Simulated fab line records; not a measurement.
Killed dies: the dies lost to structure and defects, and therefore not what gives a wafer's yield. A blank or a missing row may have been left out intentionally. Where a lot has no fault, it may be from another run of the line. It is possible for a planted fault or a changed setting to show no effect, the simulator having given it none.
Which of the tools did it? || flow n5_finfet || 72 wafers from 24 lots sampled at 6 of the route's 1938 steps

## WHAT THE GAUGES SHOWED, per wafer
No reading from a measuring or inspecting step in the record can be judged against a usual standard deviation.

## WHAT TOOL EACH LOT RAN ON (gives the tool, then ch and the chambers of the sampled wafers, and finally the start)
{"lot": "L074", "N5_BEOL_M1_PRE_CLEAN_45": "pvd_sputter-02, day 6 01:42", "N5_BEOL_M1_SPUTTER_92": "pvd_sputter-03, day 6 04:52", "N5_BEOL_M1_SPUTTER_96": "pvd_sputter-03, day 6 05:19", "N5_BEOL_M2_PECVD_72": "pecvd-02 ch 0,1, day 6 06:52", "N5_BEOL_M2_SURFACE_TREAT_85": "pvd_sputter-02, day 6 19:39", "N5_BEOL_M2_SPUTTER_79": "pvd_sputter-02, day 6 20:10"}
{"lot": "L075", "N5_BEOL_M1_PRE_CLEAN_45": "pvd_sputter-03, day 6 19:19", "N5_BEOL_M1_SPUTTER_92": "pvd_sputter-01, day 6 21:24", "N5_BEOL_M1_SPUTTER_96": "pvd_sputter-01, day 6 21:50", "N5_BEOL_M2_PECVD_72": "pecvd-01 ch 0,2, day 6 23:14", "N5_BEOL_M2_SURFACE_TREAT_85": "pvd_sputter-02, day 7 08:07", "N5_BEOL_M2_SPUTTER_79": "pvd_sputter-02, day 7 08:38"}
{"lot": "L076", "N5_BEOL_M1_PRE_CLEAN_45": "pvd_sputter-03, day 6 22:19", "N5_BEOL_M1_SPUTTER_92": "pvd_sputter-03, day 7 00:09", "N5_BEOL_M1_SPUTTER_96": "pvd_sputter-03, day 7 00:35", "N5_BEOL_M2_PECVD_72": "pecvd-01 ch 1,2, day 7 01:49", "N5_BEOL_M2_SURFACE_TREAT_85": "pvd_sputter-02, day 7 08:16", "N5_BEOL_M2_SPUTTER_79": "pvd_sputter-03, day 7 08:51"}
{"lot": "L077", "N5_BEOL_M1_PRE_CLEAN_45": "pvd_sputter-02, day 6 22:33", "N5_BEOL_M1_SPUTTER_92": "pvd_sputter-01, day 7 00:25", "N5_BEOL_M1_SPUTTER_96": "pvd_sputter-01, day 7 00:51", "N5_BEOL_M2_PECVD_72": "pecvd-03 ch 0,1, day 7 02:04", "N5_BEOL_M2_SURFACE_TREAT_85": "pvd_sputter-02, day 7 08:20", "N5_BEOL_M2_SPUTTER_79": "pvd_sputter-01, day 7 08:58"}
{"lot": "L078", "N5_BEOL_M1_PRE_CLEAN_45": "pvd_sputter-03, day 6 22:45", "N5_BEOL_M1_SPUTTER_92": "pvd_sputter-02, day 7 00:37", "N5_BEOL_M1_SPUTTER_96": "pvd_sputter-02, day 7 01:03", "N5_BEOL_M2_PECVD_72": "pecvd-03 ch 0,2, day 7 02:16", "N5_BEOL_M2_SURFACE_TREAT_85": "pvd_sputter-03, day 7 08:28", "N5_BEOL_M2_SPUTTER_79": "pvd_sputter-02, day 7 10:34"}
{"lot": "L079", "N5_BEOL_M1_PRE_CLEAN_45": "pvd_sputter-01, day 7 04:51", "N5_BEOL_M1_SPUTTER_92": "pvd_sputter-03, day 7 07:08", "N5_BEOL_M1_SPUTTER_96": "pvd_sputter-03, day 7 07:35", "N5_BEOL_M2_PECVD_72": "pecvd-01 ch 0,1, day 7 09:22", "N5_BEOL_M2_SURFACE_TREAT_85": "pvd_sputter-02, day 7 17:46", "N5_BEOL_M2_SPUTTER_79": "pvd_sputter-02, day 7 18:17"}
{"lot": "L081", "N5_BEOL_M1_PRE_CLEAN_45": "pvd_sputter-01, day 7 20:26", "N5_BEOL_M1_SPUTTER_92": "pvd_sputter-02, day 7 22:25", "N5_BEOL_M1_SPUTTER_96": "pvd_sputter-02, day 7 22:52", "N5_BEOL_M2_PECVD_72": "pecvd-03 ch 0,2, day 8 00:05", "N5_BEOL_M2_SURFACE_TREAT_85": "pvd_sputter-01, day 8 06:34", "N5_BEOL_M2_SPUTTER_79": "pvd_sputter-01, day 8 07:02"}
{"lot": "L080", "N5_BEOL_M1_PRE_CLEAN_45": "pvd_sputter-03, day 7 23:50", "N5_BEOL_M1_SPUTTER_92": "pvd_sputter-02, day 8 02:01", "N5_BEOL_M1_SPUTTER_96": "pvd_sputter-02, day 8 02:28", "N5_BEOL_M2_PECVD_72": "pecvd-01 ch 0,1, day 8 03:44", "N5_BEOL_M2_SURFACE_TREAT_85": "pvd_sputter-01, day 8 08:39", "N5_BEOL_M2_SPUTTER_79": "pvd_sputter-02, day 8 09:10"}
{"lot": "L082", "N5_BEOL_M1_PRE_CLEAN_45": "pvd_sputter-02, day 8 03:06", "N5_BEOL_M1_SPUTTER_92": "pvd_sputter-02, day 8 07:33", "N5_BEOL_M1_SPUTTER_96": "pvd_sputter-02, day 8 07:59", "N5_BEOL_M2_PECVD_72": "pecvd-02 ch 1,2, day 8 09:14", "N5_BEOL_M2_SURFACE_TREAT_85": "pvd_sputter-03, day 8 14:41", "N5_BEOL_M2_SPUTTER_79": "pvd_sputter-01, day 8 16:44"}
{"lot": "L083", "N5_BEOL_M1_PRE_CLEAN_45": "pvd_sputter-01, day 8 14:13", "N5_BEOL_M1_SPUTTER_92": "pvd_sputter-03, day 8 16:03", "N5_BEOL_M1_SPUTTER_96": "pvd_sputter-03, day 8 16:29", "N5_BEOL_M2_PECVD_72": "pecvd-01 ch 0,1,2, day 8 17:50", "N5_BEOL_M2_SURFACE_TREAT_85": "pvd_sputter-01, day 9 06:44", "N5_BEOL_M2_SPUTTER_79": "pvd_sputter-02, day 9 07:15"}
{"lot": "L084", "N5_BEOL_M1_PRE_CLEAN_45": "pvd_sputter-02, day 8 18:37", "N5_BEOL_M1_SPUTTER_92": "pvd_sputter-01, day 8 20:36", "N5_BEOL_M1_SPUTTER_96": "pvd_sputter-01, day 8 21:02", "N5_BEOL_M2_PECVD_72": "pecvd-03 ch 0,1,2, day 8 22:16", "N5_BEOL_M2_SURFACE_TREAT_85": "pvd_sputter-03, day 9 07:06", "N5_BEOL_M2_SPUTTER_79": "pvd_sputter-03, day 9 07:33"}
{"lot": "L085", "N5_BEOL_M1_PRE_CLEAN_45": "pvd_sputter-02, day 9 02:28", "N5_BEOL_M1_SPUTTER_92": "pvd_sputter-02, day 9 04:23", "N5_BEOL_M1_SPUTTER_96": "pvd_sputter-02, day 9 04:50", "N5_BEOL_M2_PECVD_72": "pecvd-03 ch 0,1, day 9 06:04", "N5_BEOL_M2_SURFACE_TREAT_85": "pvd_sputter-01, day 9 09:50", "N5_BEOL_M2_SPUTTER_79": "pvd_sputter-03, day 9 10:19"}
{"lot": "L086", "N5_BEOL_M1_PRE_CLEAN_45": "pvd_sputter-02, day 9 09:42", "N5_BEOL_M1_SPUTTER_92": "pvd_sputter-01, day 9 11:43", "N5_BEOL_M1_SPUTTER_96": "pvd_sputter-01, day 9 12:09", "N5_BEOL_M2_PECVD_72": "pecvd-03 ch 0,2, day 9 13:29", "N5_BEOL_M2_SURFACE_TREAT_85": "pvd_sputter-01, day 9 20:58", "N5_BEOL_M2_SPUTTER_79": "pvd_sputter-03, day 9 21:37"}
{"lot": "L087", "N5_BEOL_M1_PRE_CLEAN_45": "pvd_sputter-02, day 9 20:45", "N5_BEOL_M1_SPUTTER_92": "pvd_sputter-03, day 10 00:33", "N5_BEOL_M1_SPUTTER_96": "pvd_sputter-03, day 10 00:59", "N5_BEOL_M2_PECVD_72": "pecvd-02 ch 0,1, day 10 02:13", "N5_BEOL_M2_SURFACE_TREAT_85": "pvd_sputter-03, day 10 08:35", "N5_BEOL_M2_SPUTTER_79": "pvd_sputter-02, day 10 09:06"}
{"lot": "L088", "N5_BEOL_M1_PRE_CLEAN_45": "pvd_sputter-03, day 10 01:44", "N5_BEOL_M1_SPUTTER_92": "pvd_sputter-03, day 10 03:35", "N5_BEOL_M1_SPUTTER_96": "pvd_sputter-03, day 10 04:02", "N5_BEOL_M2_PECVD_72": "pecvd-01 ch 1,2, day 10 05:29", "N5_BEOL_M2_SURFACE_TREAT_85": "pvd_sputter-03, day 10 11:12", "N5_BEOL_M2_SPUTTER_79": "pvd_sputter-03, day 10 11:44"}
{"lot": "L089", "N5_BEOL_M1_PRE_CLEAN_45": "pvd_sputter-02, day 10 04:16", "N5_BEOL_M1_SPUTTER_92": "pvd_sputter-01, day 10 07:44", "N5_BEOL_M1_SPUTTER_96": "pvd_sputter-01, day 10 08:10", "N5_BEOL_M2_PECVD_72": "pecvd-03 ch 0,1,2, day 10 09:25", "N5_BEOL_M2_SURFACE_TREAT_85": "pvd_sputter-02, day 10 14:04", "N5_BEOL_M2_SPUTTER_79": "pvd_sputter-02, day 10 14:50"}
{"lot": "L090", "N5_BEOL_M1_PRE_CLEAN_45": "pvd_sputter-01, day 10 09:24", "N5_BEOL_M1_SPUTTER_92": "pvd_sputter-01, day 10 11:16", "N5_BEOL_M1_SPUTTER_96": "pvd_sputter-01, day 10 11:42", "N5_BEOL_M2_PECVD_72": "pecvd-03 ch 0,2, day 10 12:56", "N5_BEOL_M2_SURFACE_TREAT_85": "pvd_sputter-03, day 10 19:22", "N5_BEOL_M2_SPUTTER_79": "pvd_sputter-01, day 10 19:48"}
{"lot": "L091", "N5_BEOL_M1_PRE_CLEAN_45": "pvd_sputter-02, day 10 16:35", "N5_BEOL_M1_SPUTTER_92": "pvd_sputter-01, day 10 18:32", "N5_BEOL_M1_SPUTTER_96": "pvd_sputter-01, day 10 18:58", "N5_BEOL_M2_PECVD_72": "pecvd-03 ch 0,1,2, day 10 20:28", "N5_BEOL_M2_SURFACE_TREAT_85": "pvd_sputter-02, day 11 04:05", "N5_BEOL_M2_SPUTTER_79": "pvd_sputter-01, day 11 04:53"}
{"lot": "L092", "N5_BEOL_M1_PRE_CLEAN_45": "pvd_sputter-01, day 10 19:05", "N5_BEOL_M1_SPUTTER_92": "pvd_sputter-03, day 10 20:55", "N5_BEOL_M1_SPUTTER_96": "pvd_sputter-03, day 10 21:22", "N5_BEOL_M2_PECVD_72": "pecvd-03 ch 0,1, day 10 22:43", "N5_BEOL_M2_SURFACE_TREAT_85": "pvd_sputter-03, day 11 05:26", "N5_BEOL_M2_SPUTTER_79": "pvd_sputter-03, day 11 05:54"}
{"lot": "L093", "N5_BEOL_M1_PRE_CLEAN_45": "pvd_sputter-02, day 10 23:50", "N5_BEOL_M1_SPUTTER_92": "pvd_sputter-02, day 11 01:50", "N5_BEOL_M1_SPUTTER_96": "pvd_sputter-02, day 11 02:17", "N5_BEOL_M2_PECVD_72": "pecvd-01 ch 0,1,2, day 11 03:31", "N5_BEOL_M2_SURFACE_TREAT_85": "pvd_sputter-01, day 11 07:45", "N5_BEOL_M2_SPUTTER_79": "pvd_sputter-01, day 11 08:22"}
{"lot": "L094", "N5_BEOL_M1_PRE_CLEAN_45": "pvd_sputter-02, day 11 06:52", "N5_BEOL_M1_SPUTTER_92": "pvd_sputter-02, day 11 08:55", "N5_BEOL_M1_SPUTTER_96": "pvd_sputter-02, day 11 09:22", "N5_BEOL_M2_PECVD_72": "pecvd-02 ch 0,1, day 11 10:40", "N5_BEOL_M2_SURFACE_TREAT_85": "pvd_sputter-02, day 11 16:39", "N5_BEOL_M2_SPUTTER_79": "pvd_sputter-03, day 11 17:44"}
{"lot": "L095", "N5_BEOL_M1_PRE_CLEAN_45": "pvd_sputter-03, day 11 10:02", "N5_BEOL_M1_SPUTTER_92": "pvd_sputter-02, day 11 11:54", "N5_BEOL_M1_SPUTTER_96": "pvd_sputter-02, day 11 12:20", "N5_BEOL_M2_PECVD_72": "pecvd-03 ch 1,2, day 11 13:37", "N5_BEOL_M2_SURFACE_TREAT_85": "pvd_sputter-03, day 11 20:08", "N5_BEOL_M2_SPUTTER_79": "pvd_sputter-02, day 11 20:45"}
{"lot": "L096", "N5_BEOL_M1_PRE_CLEAN_45": "pvd_sputter-02, day 11 20:25", "N5_BEOL_M1_SPUTTER_92": "pvd_sputter-02, day 12 00:03", "N5_BEOL_M1_SPUTTER_96": "pvd_sputter-02, day 12 00:29", "N5_BEOL_M2_PECVD_72": "pecvd-02 ch 0,1,2, day 12 01:46", "N5_BEOL_M2_SURFACE_TREAT_85": "pvd_sputter-01, day 12 06:34", "N5_BEOL_M2_SPUTTER_79": "pvd_sputter-03, day 12 07:07"}
{"lot": "L097", "N5_BEOL_M1_PRE_CLEAN_45": "pvd_sputter-01, day 11 23:35", "N5_BEOL_M1_SPUTTER_92": "pvd_sputter-01, day 12 01:32", "N5_BEOL_M1_SPUTTER_96": "pvd_sputter-01, day 12 01:58", "N5_BEOL_M2_PECVD_72": "pecvd-03 ch 0,2, day 12 03:11", "N5_BEOL_M2_SURFACE_TREAT_85": "pvd_sputter-02, day 12 10:09", "N5_BEOL_M2_SPUTTER_79": "pvd_sputter-03, day 12 10:41"}
- N5_BEOL_M1_PRE_CLEAN_45: time 30 s.
- N5_BEOL_M1_SPUTTER_92: material Cu, target thk 4.5 nm, time 8.29 s.
- N5_BEOL_M1_SPUTTER_96: material Cu, target thk 4.5 nm, time 8.29 s.
- N5_BEOL_M2_PECVD_72: deposits SiO2 from TEOS/O2, target thk 16 nm, time 18 s.
- N5_BEOL_M2_SURFACE_TREAT_85
- N5_BEOL_M2_SPUTTER_79: material Cu, target thk 4.5 nm, time 8.29 s.

## WHAT THE TOOLS THEMSELVES READ (means of the sampled wafers that have a number; where no wafer has one, the mark that the record gives instead)
N5_BEOL_M1_PRE_CLEAN_45.
{"lot": "L074", "tool": "pvd_sputter-02", "heater_power_w (W)": 382}
{"lot": "L075", "tool": "pvd_sputter-03", "heater_power_w (W)": 341}
{"lot": "L076", "tool": "pvd_sputter-03", "heater_power_w (W)": 330}
{"lot": "L077", "tool": "pvd_sputter-02", "heater_power_w (W)": 351}
{"lot": "L078", "tool": "pvd_sputter-03", "heater_power_w (W)": 357}
{"lot": "L079", "tool": "pvd_sputter-01", "heater_power_w (W)": 401}
{"lot": "L081", "tool": "pvd_sputter-01", "heater_power_w (W)": 328}
{"lot": "L080", "tool": "pvd_sputter-03", "heater_power_w (W)": 346}
{"lot": "L082", "tool": "pvd_sputter-02", "heater_power_w (W)": 323}
{"lot": "L083", "tool": "pvd_sputter-01", "heater_power_w (W)": 308}
{"lot": "L084", "tool": "pvd_sputter-02", "heater_power_w (W)": 407}
{"lot": "L085", "tool": "pvd_sputter-02", "heater_power_w (W)": 327}
{"lot": "L086", "tool": "pvd_sputter-02", "heater_power_w (W)": 383}
{"lot": "L087", "tool": "pvd_sputter-02", "heater_power_w (W)": 348}
{"lot": "L088", "tool": "pvd_sputter-03", "heater_power_w (W)": 363}
{"lot": "L089", "tool": "pvd_sputter-02", "heater_power_w (W)": 384}
{"lot": "L090", "tool": "pvd_sputter-01", "heater_power_w (W)": 310}
{"lot": "L091", "tool": "pvd_sputter-02", "heater_power_w (W)": 355}
{"lot": "L092", "tool": "pvd_sputter-01", "heater_power_w (W)": 342}
{"lot": "L093", "tool": "pvd_sputter-02", "heater_power_w (W)": 348}
{"lot": "L094", "tool": "pvd_sputter-02", "heater_power_w (W)": 382}
{"lot": "L095", "tool": "pvd_sputter-03", "heater_power_w (W)": 325}
{"lot": "L096", "tool": "pvd_sputter-02", "heater_power_w (W)": 350}
{"lot": "L097", "tool": "pvd_sputter-01", "heater_power_w (W)": 404}

N5_BEOL_M1_SPUTTER_92.
{"lot": "L074", "tool": "pvd_sputter-03", "throttle_valve_pct (%)": 30.9}
{"lot": "L075", "tool": "pvd_sputter-01", "throttle_valve_pct (%)": 30.6}
{"lot": "L076", "tool": "pvd_sputter-03", "throttle_valve_pct (%)": 29.7}
{"lot": "L077", "tool": "pvd_sputter-01", "throttle_valve_pct (%)": 30.7}
{"lot": "L078", "tool": "pvd_sputter-02", "throttle_valve_pct (%)": 30.6}
{"lot": "L079", "tool": "pvd_sputter-03", "throttle_valve_pct (%)": 29.7}
{"lot": "L081", "tool": "pvd_sputter-02", "throttle_valve_pct (%)": 30.9}
{"lot": "L080", "tool": "pvd_sputter-02", "throttle_valve_pct (%)": 30.2}
{"lot": "L082", "tool": "pvd_sputter-02", "throttle_valve_pct (%)": 30.2}
{"lot": "L083", "tool": "pvd_sputter-03", "throttle_valve_pct (%)": 29.7}
{"lot": "L084", "tool": "pvd_sputter-01", "throttle_valve_pct (%)": 30.9}
{"lot": "L085", "tool": "pvd_sputter-02", "throttle_valve_pct (%)": 30.2}
{"lot": "L086", "tool": "pvd_sputter-01", "throttle_valve_pct (%)": 31.0}
{"lot": "L087", "tool": "pvd_sputter-03", "throttle_valve_pct (%)": 29.6}
{"lot": "L088", "tool": "pvd_sputter-03", "throttle_valve_pct (%)": 29.6}
{"lot": "L089", "tool": "pvd_sputter-01", "throttle_valve_pct (%)": 30.7}
{"lot": "L090", "tool": "pvd_sputter-01", "throttle_valve_pct (%)": 31.1}
{"lot": "L091", "tool": "pvd_sputter-01", "throttle_valve_pct (%)": 31.3}
{"lot": "L092", "tool": "pvd_sputter-03", "throttle_valve_pct (%)": 30.3}
{"lot": "L093", "tool": "pvd_sputter-02", "throttle_valve_pct (%)": 29.9}
{"lot": "L094", "tool": "pvd_sputter-02", "throttle_valve_pct (%)": 30.2}
{"lot": "L095", "tool": "pvd_sputter-02", "throttle_valve_pct (%)": 31.2}
{"lot": "L096", "tool": "pvd_sputter-02", "throttle_valve_pct (%)": 30.2}
{"lot": "L097", "tool": "pvd_sputter-01", "throttle_valve_pct (%)": 31.7}

N5_BEOL_M1_SPUTTER_96.
{"lot": "L074", "tool": "pvd_sputter-03", "throttle_valve_pct (%)": 30.8}
{"lot": "L075", "tool": "pvd_sputter-01", "throttle_valve_pct (%)": 30.8}
{"lot": "L076", "tool": "pvd_sputter-03", "throttle_valve_pct (%)": 29.8}
{"lot": "L077", "tool": "pvd_sputter-01", "throttle_valve_pct (%)": 30.8}
{"lot": "L078", "tool": "pvd_sputter-02", "throttle_valve_pct (%)": 30.8}
{"lot": "L079", "tool": "pvd_sputter-03", "throttle_valve_pct (%)": 29.5}
{"lot": "L081", "tool": "pvd_sputter-02", "throttle_valve_pct (%)": 30.9}
{"lot": "L080", "tool": "pvd_sputter-02", "throttle_valve_pct (%)": 30.3}
{"lot": "L082", "tool": "pvd_sputter-02", "throttle_valve_pct (%)": 30.2}
{"lot": "L083", "tool": "pvd_sputter-03", "throttle_valve_pct (%)": 29.7}
{"lot": "L084", "tool": "pvd_sputter-01", "throttle_valve_pct (%)": 30.9}
{"lot": "L085", "tool": "pvd_sputter-02", "throttle_valve_pct (%)": 30.2}
{"lot": "L086", "tool": "pvd_sputter-01", "throttle_valve_pct (%)": 30.9}
{"lot": "L087", "tool": "pvd_sputter-03", "throttle_valve_pct (%)": 29.7}
{"lot": "L088", "tool": "pvd_sputter-03", "throttle_valve_pct (%)": 29.8}
{"lot": "L089", "tool": "pvd_sputter-01", "throttle_valve_pct (%)": 30.8}
{"lot": "L090", "tool": "pvd_sputter-01", "throttle_valve_pct (%)": 31.1}
{"lot": "L091", "tool": "pvd_sputter-01", "throttle_valve_pct (%)": 31.2}
{"lot": "L092", "tool": "pvd_sputter-03", "throttle_valve_pct (%)": 30.3}
{"lot": "L093", "tool": "pvd_sputter-02", "throttle_valve_pct (%)": 29.9}
{"lot": "L094", "tool": "pvd_sputter-02", "throttle_valve_pct (%)": 30.3}
{"lot": "L095", "tool": "pvd_sputter-02", "throttle_valve_pct (%)": 31.2}
{"lot": "L096", "tool": "pvd_sputter-02", "throttle_valve_pct (%)": 30.4}
{"lot": "L097", "tool": "pvd_sputter-01", "throttle_valve_pct (%)": 31.8}

N5_BEOL_M2_PECVD_72.
{"lot": "L074", "tool": "pecvd-02", "heater_power_w (W)": 644, "showerhead_plenum_p_Torr (Torr)": 8.85, "throttle_valve_pct (%)": 22.4}
{"lot": "L075", "tool": "pecvd-01", "heater_power_w (W)": 703, "showerhead_plenum_p_Torr (Torr)": 8.79, "throttle_valve_pct (%)": 22.6}
{"lot": "L076", "tool": "pecvd-01", "heater_power_w (W)": 769, "showerhead_plenum_p_Torr (Torr)": 8.83, "throttle_valve_pct (%)": 23.5}
{"lot": "L077", "tool": "pecvd-03", "heater_power_w (W)": 700, "showerhead_plenum_p_Torr (Torr)": 8.76, "throttle_valve_pct (%)": 22.7}
{"lot": "L078", "tool": "pecvd-03", "heater_power_w (W)": 671, "showerhead_plenum_p_Torr (Torr)": 8.75, "throttle_valve_pct (%)": 22.4}
{"lot": "L079", "tool": "pecvd-01", "heater_power_w (W)": 740, "showerhead_plenum_p_Torr (Torr)": 8.78, "throttle_valve_pct (%)": 25.3}
{"lot": "L081", "tool": "pecvd-03", "heater_power_w (W)": 680, "showerhead_plenum_p_Torr (Torr)": 8.79, "throttle_valve_pct (%)": 22.1}
{"lot": "L080", "tool": "pecvd-01", "heater_power_w (W)": 749, "showerhead_plenum_p_Torr (Torr)": 8.79, "throttle_valve_pct (%)": 25.4}
{"lot": "L082", "tool": "pecvd-02", "heater_power_w (W)": 626, "showerhead_plenum_p_Torr (Torr)": 8.79, "throttle_valve_pct (%)": 20.9}
{"lot": "L083", "tool": "pecvd-01", "heater_power_w (W)": 759, "showerhead_plenum_p_Torr (Torr)": 8.81, "throttle_valve_pct (%)": 24.1}
{"lot": "L084", "tool": "pecvd-03", "heater_power_w (W)": 674, "showerhead_plenum_p_Torr (Torr)": 8.79, "throttle_valve_pct (%)": 22.3}
{"lot": "L085", "tool": "pecvd-03", "heater_power_w (W)": 702, "showerhead_plenum_p_Torr (Torr)": 8.81, "throttle_valve_pct (%)": 22.3}
{"lot": "L086", "tool": "pecvd-03", "heater_power_w (W)": 679, "showerhead_plenum_p_Torr (Torr)": 8.78, "throttle_valve_pct (%)": 22.6}
{"lot": "L087", "tool": "pecvd-02", "heater_power_w (W)": 658, "showerhead_plenum_p_Torr (Torr)": 8.83, "throttle_valve_pct (%)": 22.4}
{"lot": "L088", "tool": "pecvd-01", "heater_power_w (W)": 709, "showerhead_plenum_p_Torr (Torr)": 8.81, "throttle_valve_pct (%)": 23.5}
{"lot": "L089", "tool": "pecvd-03", "heater_power_w (W)": 723, "showerhead_plenum_p_Torr (Torr)": 8.80, "throttle_valve_pct (%)": 22.3}
{"lot": "L090", "tool": "pecvd-03", "heater_power_w (W)": 676, "showerhead_plenum_p_Torr (Torr)": 8.77, "throttle_valve_pct (%)": 22.7}
{"lot": "L091", "tool": "pecvd-03", "heater_power_w (W)": 720, "showerhead_plenum_p_Torr (Torr)": 8.79, "throttle_valve_pct (%)": 22.3}
{"lot": "L092", "tool": "pecvd-03", "heater_power_w (W)": 627, "showerhead_plenum_p_Torr (Torr)": 8.78, "throttle_valve_pct (%)": 22.5}
{"lot": "L093", "tool": "pecvd-01", "heater_power_w (W)": 779, "showerhead_plenum_p_Torr (Torr)": 8.79, "throttle_valve_pct (%)": 24.1}
{"lot": "L094", "tool": "pecvd-02", "heater_power_w (W)": 684, "showerhead_plenum_p_Torr (Torr)": 8.79, "throttle_valve_pct (%)": 23.0}
{"lot": "L095", "tool": "pecvd-03", "heater_power_w (W)": 628, "showerhead_plenum_p_Torr (Torr)": 8.82, "throttle_valve_pct (%)": 22.1}
{"lot": "L096", "tool": "pecvd-02", "heater_power_w (W)": 676, "showerhead_plenum_p_Torr (Torr)": 8.81, "throttle_valve_pct (%)": 22.0}
{"lot": "L097", "tool": "pecvd-03", "heater_power_w (W)": 645, "showerhead_plenum_p_Torr (Torr)": 8.81, "throttle_valve_pct (%)": 22.4}

N5_BEOL_M2_SPUTTER_79.
{"lot": "L074", "tool": "pvd_sputter-02", "throttle_valve_pct (%)": 30.6}
{"lot": "L075", "tool": "pvd_sputter-02", "throttle_valve_pct (%)": 31.0}
{"lot": "L076", "tool": "pvd_sputter-03", "throttle_valve_pct (%)": 29.8}
{"lot": "L077", "tool": "pvd_sputter-01", "throttle_valve_pct (%)": 30.9}
{"lot": "L078", "tool": "pvd_sputter-02", "throttle_valve_pct (%)": 30.4}
{"lot": "L079", "tool": "pvd_sputter-02", "throttle_valve_pct (%)": 29.6}
{"lot": "L081", "tool": "pvd_sputter-01", "throttle_valve_pct (%)": 30.2}
{"lot": "L080", "tool": "pvd_sputter-02", "throttle_valve_pct (%)": 30.6}
{"lot": "L082", "tool": "pvd_sputter-01", "throttle_valve_pct (%)": 30.8}
{"lot": "L083", "tool": "pvd_sputter-02", "throttle_valve_pct (%)": 30.0}
{"lot": "L084", "tool": "pvd_sputter-03", "throttle_valve_pct (%)": 30.7}
{"lot": "L085", "tool": "pvd_sputter-03", "throttle_valve_pct (%)": 29.6}
{"lot": "L086", "tool": "pvd_sputter-03", "throttle_valve_pct (%)": 30.3}
{"lot": "L087", "tool": "pvd_sputter-02", "throttle_valve_pct (%)": 30.6}
{"lot": "L088", "tool": "pvd_sputter-03", "throttle_valve_pct (%)": 30.1}
{"lot": "L089", "tool": "pvd_sputter-02", "throttle_valve_pct (%)": 30.6}
{"lot": "L090", "tool": "pvd_sputter-01", "throttle_valve_pct (%)": 30.6}
{"lot": "L091", "tool": "pvd_sputter-01", "throttle_valve_pct (%)": 31.2}
{"lot": "L092", "tool": "pvd_sputter-03", "throttle_valve_pct (%)": 30.2}
{"lot": "L093", "tool": "pvd_sputter-01", "throttle_valve_pct (%)": 30.9}
{"lot": "L094", "tool": "pvd_sputter-03", "throttle_valve_pct (%)": 29.7}
{"lot": "L095", "tool": "pvd_sputter-02", "throttle_valve_pct (%)": 29.6}
{"lot": "L096", "tool": "pvd_sputter-03", "throttle_valve_pct (%)": 30.2}
{"lot": "L097", "tool": "pvd_sputter-03", "throttle_valve_pct (%)": 30.3}

## THE ANSWER, worked out from the rows above alone
Rule: the lots themselves supply what counts as usual. The widest of any qualifying gaps counts: lots, ordered by their means at a reading, are off when they make up no more than a third of the lots, leave a main group of 4 or more, and stand apart from it by 3 or more times the standard deviation of that group's means. The tables above print the reading to a certain number of digits; a main group whose means all agree to those digits is not used. A lot without any number at a reading at which 4 lots or more have one is off too. Any other lot the step has rows for is counted as sound. Order of review: gauges by route order, followed by the tools' own readings, for which a lot's mean as printed above is used. At the first step where some lot is off, the reading lying furthest off is the one used; lots without a number count as furthest.
Across all readings shown, no lot is off: no conclusion can be drawn from this.

## WHAT THE SIMULATOR HAD PUT IN
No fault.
